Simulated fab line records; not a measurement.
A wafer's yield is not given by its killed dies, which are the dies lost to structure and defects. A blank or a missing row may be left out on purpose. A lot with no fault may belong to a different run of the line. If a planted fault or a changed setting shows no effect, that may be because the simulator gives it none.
Chamber matching / flow n5 finfet / N5_HKMG_FIN_ALD_21 on ald metal-01: 4 sister chambers
The step deposits TiN, target thk 1.5 nm, pulse time 1 s, purge time 3 s. 14 wafers are shown with their chamber, then 7 later ones without.

== WAFERS WITH THEIR CHAMBER ==
wafer=L082.1; chamber=0; heater power w (W)=859; heater power outer w (W)=512; precursor pulse height rel=1.007
wafer=L082.2; chamber=1; heater power w (W)=908; heater power outer w (W)=612; precursor pulse height rel=0.983
wafer=L082.4; chamber=3; heater power w (W)=833; heater power outer w (W)=493; precursor pulse height rel=1.036
wafer=L084.3; chamber=2; heater power w (W)=954; heater power outer w (W)=622; precursor pulse height rel=1.022
wafer=L084.4; chamber=1; heater power w (W)=928; heater power outer w (W)=606; precursor pulse height rel=1.023
wafer=L084.6; chamber=1; heater power w (W)=929; heater power outer w (W)=608; precursor pulse height rel=0.988
wafer=L085.3; chamber=0; heater power w (W)=860; heater power outer w (W)=538; precursor pulse height rel=1.021
wafer=L085.5; chamber=0; heater power w (W)=851; heater power outer w (W)=525; precursor pulse height rel=1.024
wafer=L085.6; chamber=3; heater power w (W)=811; heater power outer w (W)=497; precursor pulse height rel=0.988
wafer=L091.3; chamber=3; heater power w (W)=807; heater power outer w (W)=497; precursor pulse height rel=1.028
wafer=L091.5; chamber=3; heater power w (W)=821; heater power outer w (W)=515; precursor pulse height rel=0.989
wafer=L091.6; chamber=2; heater power w (W)=966; heater power outer w (W)=666; precursor pulse height rel=1.011
wafer=L093.2; chamber=2; heater power w (W)=951; heater power outer w (W)=606; precursor pulse height rel=0.997
wafer=L093.4; chamber=1; heater power w (W)=940; heater power outer w (W)=599; precursor pulse height rel=0.989

SIGNATURES (averages over the wafers above)
reading=heater power w; chamber 0=856.67; chamber 1=926.25; chamber 2=957.00; chamber 3=818.00; scatter within a chamber=10.5
reading=heater power outer w; chamber 0=525.00; chamber 1=606.25; chamber 2=631.33; chamber 3=500.50; scatter within a chamber=16.3
reading=precursor pulse height rel; chamber 0=1.01733; chamber 1=0.99575; chamber 2=1.01000; chamber 3=1.01025; scatter within a chamber=0.0185
Rule: for each reading, subtract the chamber's mean from the wafer's reading, divide by that reading's scatter and square the result; add these up over the readings and take the root, which gives the wafer's distance from the chamber. The wafer belongs to the nearest chamber; if the next one is less than 2 further off, it can't be placed. The scatter: the root of (the sum of the squares of (reading less its chamber's mean) over the shown wafers, divided by (wafers less chambers)).

== WAFERS WHOSE CHAMBER IS MISSING ==
wafer=L093.6; heater power w (W)=909; heater power outer w (W)=602; precursor pulse height rel=1.024
wafer=L096.1; heater power w (W)=928; heater power outer w (W)=628; precursor pulse height rel=1.006
wafer=L096.4; heater power w (W)=836; heater power outer w (W)=502; precursor pulse height rel=1.006
wafer=L096.5; heater power w (W)=921; heater power outer w (W)=612; precursor pulse height rel=0.999
wafer=L097.1; heater power w (W)=821; heater power outer w (W)=511; precursor pulse height rel=0.994
wafer=L097.3; heater power w (W)=964; heater power outer w (W)=656; precursor pulse height rel=0.998
wafer=L097.6; heater power w (W)=839; heater power outer w (W)=523; precursor pulse height rel=0.951

== CHAMBER TAKEN BY EACH ==
wafer=L093.6; from the rows above=1; in truth=1
wafer=L096.1; from the rows above=can't be placed: 1 or 2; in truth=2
wafer=L096.4; from the rows above=can't be placed: 3 or 0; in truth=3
wafer=L096.5; from the rows above=1; in truth=1
wafer=L097.1; from the rows above=3; in truth=3
wafer=L097.3; from the rows above=2; in truth=2
wafer=L097.6; from the rows above=can't be placed: 0 or 3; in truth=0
4 of 7 placed correctly. From these rows, 3 cannot be placed; in 3 the true chamber is one of the candidates. Placed wrongly: 0.
